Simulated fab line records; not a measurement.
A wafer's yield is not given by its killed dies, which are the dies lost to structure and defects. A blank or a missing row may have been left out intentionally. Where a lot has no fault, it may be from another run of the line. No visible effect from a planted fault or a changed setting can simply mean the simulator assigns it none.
Chamber matching + flow nand harc + rie diel-04 running NHARC_A_STAIRCASE_TRIM_196: 4 sister chambers
The step chemistry O2, time 211.2 s. 8 wafers are shown with their chamber, then 7 later ones without.

## EACH WAFER AND ITS CHAMBER
| wafer  | chamber | showerhead plenum p Torr (Torr) | oes product au (a.u.) |
|--------|---------|---------------------------------|-----------------------|
| L080.3 | 0       | 3.56                            | 0.986                 |
| L081.5 | 2       | 3.28                            | 0.994                 |
| L081.6 | 3       | 3.33                            | 0.984                 |
| L082.2 | 1       | 3.64                            | 1.011                 |
| L082.5 | 1       | 3.64                            | 1.014                 |
| L082.6 | 2       | 3.28                            | 0.987                 |
| L091.2 | 0       | 3.55                            | 1.000                 |
| L091.3 | 3       | 3.32                            | 0.995                 |

## WAFERS WITH NO CHAMBER GIVEN
| wafer  | showerhead plenum p Torr (Torr) | oes product au (a.u.) |
|--------|---------------------------------|-----------------------|
| L091.6 | 3.32                            | 0.987                 |
| L096.1 | 3.54                            | 1.003                 |
| L096.3 | 3.61                            | 0.999                 |
| L096.4 | 3.31                            | 0.992                 |
| L097.2 | 3.53                            | 0.995                 |
| L097.5 | 3.31                            | 0.991                 |
| L097.6 | 3.53                            | 1.001                 |

## THE CHAMBER EACH PASSED THROUGH
| wafer  | from the rows above | in truth |
|--------|---------------------|----------|
| L091.6 | 3                   | 3        |
| L096.1 | 0                   | 0        |
| L096.3 | 1                   | 1        |
| L096.4 | 3                   | 3        |
| L097.2 | 0                   | 0        |
| L097.5 | 3                   | 3        |
| L097.6 | 0                   | 0        |
Correct placement for 7 of the 7. From these rows, 0 cannot be placed. Placed wrongly: 0.
How it was worked out, from the rows above alone: a wafer's distance from a chamber is the root of the sum, over the readings, of the square of ((its reading less the chamber's mean) divided by the reading's scatter). The wafer belongs to the nearest chamber; if the next one is less than 2 further off, it can't be placed. The mean given for a chamber averages the wafers shown for that chamber. The scatter: take each reading less its chamber's mean, square it, sum over the shown wafers, divide by the number of wafers less the number of chambers, and take the root.
